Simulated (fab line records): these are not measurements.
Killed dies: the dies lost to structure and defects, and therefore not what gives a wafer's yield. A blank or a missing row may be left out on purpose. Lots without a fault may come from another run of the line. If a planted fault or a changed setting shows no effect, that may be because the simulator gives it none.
Which tool did it?    flow n5 finfet    23 lots with 69 wafers sampled at 3 steps, on a route of 1938 steps

== WHAT THE GAUGES SHOWED, per wafer ==
N5_BEOL_M4_INSPECT_59: inspects for defects (darkfield).
lot   measured      on                 raw defect count
L074  day 8 07:13   defect inspect-01  60 82 71
L075  day 8 07:20   defect inspect-01  80 47 50
L077  day 8 12:52   defect inspect-01  99 77 89
L076  day 8 18:01   defect inspect-01  129 71 82
L078  day 9 08:44   defect inspect-02  58 36 46
L079  day 9 10:49   defect inspect-02  63 101 107
L080  day 9 18:09   defect inspect-01  77 103 73
L081  day 9 23:04   defect inspect-01  51 106 106
L082  day 10 11:59  defect inspect-01  56 123 84
L083  day 10 17:29  defect inspect-02  78 70 141
L084  day 10 18:56  defect inspect-01  77 56 81
L085  day 11 06:02  defect inspect-02  42 36 42
L086  day 11 10:44  defect inspect-02  88 102 71
L088  day 11 13:49  defect inspect-02  58 71 47
L087  day 11 15:31  defect inspect-02  105 118 133
L089  day 11 19:38  defect inspect-01  84 57 42
L090  day 12 10:37  defect inspect-02  55 110 82
L092  day 12 16:49  defect inspect-02  84 63 83
L093  day 12 20:07  defect inspect-02  121 123 94
L094  day 13 07:01  defect inspect-02  70 89 49
L095  day 13 12:43  defect inspect-02  60 77 45
L097  day 13 22:01  defect inspect-02  85 160 78
L091  day 14 08:08  defect inspect-01  85 95 84

== WHAT TOOL EACH LOT RAN ON (gives the tool, then ch and the chambers of the sampled wafers, and finally the start) ==
lot   N5_BEOL_M4_STRIP_97                            N5_BEOL_M4_ANNEAL_95
L074  rie diel-04 ch 0,1,2, day 8 06:01 or earlier   pvd sputter-03, day 8 06:01
L075  rie diel-01 ch 1,2,3, day 8 06:07 or earlier   pvd sputter-01, day 8 06:07
L077  rie diel-02 ch 2,3, day 8 11:40 or earlier     pvd sputter-01, day 8 11:40
L076  rie diel-01 ch 0,2,3, day 8 16:47 or earlier   pvd sputter-03, day 8 16:47
L078  rie diel-04 ch 1,2, day 9 07:31 or earlier     pvd sputter-01, day 9 07:31
L079  rie diel-02 ch 1,2,3, day 9 09:35 or earlier   pvd sputter-02, day 9 09:35
L080  rie diel-02 ch 0,1,2, day 9 16:56 or earlier   pvd sputter-02, day 9 16:56
L081  rie diel-04 ch 0,1,3, day 9 21:50 or earlier   pvd sputter-01, day 9 21:50
L082  rie diel-02 ch 1,2,3, day 10 09:47 or earlier  pvd sputter-01, day 10 09:47
L083  rie diel-02 ch 0,2,3, day 10 16:17 or earlier  pvd sputter-01, day 10 16:17
L084  rie diel-01 ch 0,1, day 10 17:37 or earlier    pvd sputter-03, day 10 17:37
L085  rie diel-04 ch 0,1,3, day 11 04:49 or earlier  pvd sputter-01, day 11 04:49
L086  rie diel-02 ch 0,1, day 11 09:31 or earlier    pvd sputter-02, day 11 09:31
L088  rie diel-01 ch 1,2, day 11 12:31 or earlier    pvd sputter-02, day 11 12:31
L087  rie diel-04 ch 0,1,2, day 11 14:19 or earlier  pvd sputter-01, day 11 14:19
L089  rie diel-01 ch 0,2, day 11 17:53 or earlier    pvd sputter-01, day 11 17:53
L090  rie diel-02 ch 0,1, day 12 09:24 or earlier    pvd sputter-03, day 12 09:24
L092  rie diel-04 ch 0,1, day 12 15:33 or earlier    pvd sputter-03, day 12 15:33
L093  rie diel-02 ch 0,3, day 12 18:49 or earlier    pvd sputter-03, day 12 18:49
L094  rie diel-02 ch 0,3, day 13 05:47 or earlier    pvd sputter-03, day 13 05:47
L095  rie diel-02 ch 0,1,2, day 13 11:30 or earlier  pvd sputter-01, day 13 11:30
L097  rie diel-01 ch 2,3, day 13 20:47 or earlier    pvd sputter-01, day 13 20:47
L091  rie diel-04 ch 1,2,3, day 14 06:36 or earlier  pvd sputter-01, day 14 06:36
- N5_BEOL_M4_STRIP_97: strips in N2/H2, time 10 s.
- N5_BEOL_M4_ANNEAL_95: time 240 s.

== WHAT THE TOOLS THEMSELVES READ (means of the sampled wafers that have a number; where no wafer has one, the mark that the record gives instead) ==
N5_BEOL_M4_STRIP_97.
lot   tool         drypump motor current A (A)  oes product au (a.u.)  rf vpp V (V)  showerhead plenum p Torr (Torr)  throttle valve pct (%)
L074  rie diel-04  5.6                          0.78                   59.7          2.55                             23.63
L075  rie diel-01  6.2                          0.78                   59.9          2.55                             23.85
L077  rie diel-02  5.7                          0.72                   58.6          2.55                             23.53
L076  rie diel-01  6.1                          0.74                   59.9          2.49                             23.76
L078  rie diel-04  5.7                          0.80                   58.4          2.56                             23.73
L079  rie diel-02  5.9                          0.74                   59.4          2.55                             23.59
L080  rie diel-02  6.2                          0.80                   59.2          2.58                             23.58
L081  rie diel-04  5.5                          0.84                   59.0          2.56                             23.62
L082  rie diel-02  5.9                          0.73                   59.3          2.55                             23.60
L083  rie diel-02  6.0                          0.78                   59.6          2.58                             23.55
L084  rie diel-01  6.1                          0.79                   59.3          2.52                             23.93
L085  rie diel-04  5.5                          0.80                   59.9          2.55                             23.62
L086  rie diel-02  6.1                          0.82                   59.1          2.56                             23.38
L088  rie diel-01  5.8                          0.77                   58.7          2.49                             24.04
L087  rie diel-04  5.6                          0.75                   59.2          2.54                             23.66
L089  rie diel-01  5.8                          0.73                   59.4          2.43                             23.87
L090  rie diel-02  6.1                          0.82                   60.1          2.56                             23.39
L092  rie diel-04  5.4                          0.71                   58.8          2.52                             23.73
L093  rie diel-02  5.9                          0.80                   60.2          2.55                             23.34
L094  rie diel-02  5.5                          0.74                   58.3          2.53                             23.34
L095  rie diel-02  6.2                          0.77                   59.0          2.57                             23.63
L097  rie diel-01  6.0                          0.81                   58.8          2.49                             23.82
L091  rie diel-04  5.7                          0.80                   58.7          2.55                             23.59

N5_BEOL_M4_ANNEAL_95.
lot   tool            heater power w (W)
L074  pvd sputter-03  755
L075  pvd sputter-01  822
L077  pvd sputter-01  836
L076  pvd sputter-03  769
L078  pvd sputter-01  828
L079  pvd sputter-02  862
L080  pvd sputter-02  771
L081  pvd sputter-01  836
L082  pvd sputter-01  750
L083  pvd sputter-01  745
L084  pvd sputter-03  826
L085  pvd sputter-01  826
L086  pvd sputter-02  753
L088  pvd sputter-02  762
L087  pvd sputter-01  850
L089  pvd sputter-01  815
L090  pvd sputter-03  781
L092  pvd sputter-03  810
L093  pvd sputter-03  786
L094  pvd sputter-03  773
L095  pvd sputter-01  781
L097  pvd sputter-01  875
L091  pvd sputter-01  833

== THE ANSWER, worked out from the rows above alone ==
Rule: what is usual is taken from the lots themselves. The widest of any qualifying gaps counts: lots, ordered by their means at a reading, are off when they make up no more than a third of the lots, leave a main group of 4 or more, and stand apart from it by 3 or more times the standard deviation of that group's means. A main group is skipped when, at the precision printed for the reading in the tables above, its means are all equal. Also off: a lot with no number at a reading for which 4 or more lots have one. Where the step has rows for the other lots, those lots are counted as sound. After the gauges, taken in route order, come the tools' own readings; for these a lot's mean is taken, as printed above. At the first step where some lot is off, the reading lying furthest off is the one used; lots without a number count as furthest.
No lot is off at any reading shown: from this, nothing can be told.

== WHAT THE SIMULATOR PUT IN ==
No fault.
